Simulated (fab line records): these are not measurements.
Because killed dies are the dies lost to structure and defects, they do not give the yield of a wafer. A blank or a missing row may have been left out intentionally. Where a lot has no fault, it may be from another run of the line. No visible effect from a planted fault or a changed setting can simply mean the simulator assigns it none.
Which of the tools did it? | flow nand harc | 6 lots (16 wafers sampled), 1 step of a 1302-step route

WHAT THE GAUGES SHOWED, per wafer
NHARC_A_BLC_INSPECT_12.
lot  | measured     | on                | raw defect count
L359 | day 23 05:56 | defect inspect-02 | 25 26 36
L366 | day 25 23:36 | defect inspect-02 | 87
L371 | day 28 08:53 | defect inspect-02 | 50 46 41
L373 | day 29 19:24 | defect inspect-02 | 92 91 74
L376 | day 30 18:45 | defect inspect-01 | 26 26 22
L377 | day 31 18:06 | defect inspect-01 | 75 92 77

WHAT TOOL EACH LOT RAN ON (gives the tool, then ch and the chambers of the sampled wafers, and finally the start)
There is no process step in the record ahead of these readings.

THE ANSWER, worked out from the rows above alone
Rule: what is usual is taken from the lots themselves. The widest of any qualifying gaps counts: lots, ordered by their means at a reading, are off when they make up no more than a third of the lots, leave a main group of 4 or more, and stand apart from it by 3 or more times the standard deviation of that group's means. The tables above print the reading to a certain number of digits; a main group whose means all agree to those digits is not used. A lot without any number at a reading at which 4 lots or more have one is off too. The other lots that the step has rows for count as sound.
No lot is off at any reading shown: from this, nothing can be told.

WHAT THE SIMULATOR HAD PUT IN
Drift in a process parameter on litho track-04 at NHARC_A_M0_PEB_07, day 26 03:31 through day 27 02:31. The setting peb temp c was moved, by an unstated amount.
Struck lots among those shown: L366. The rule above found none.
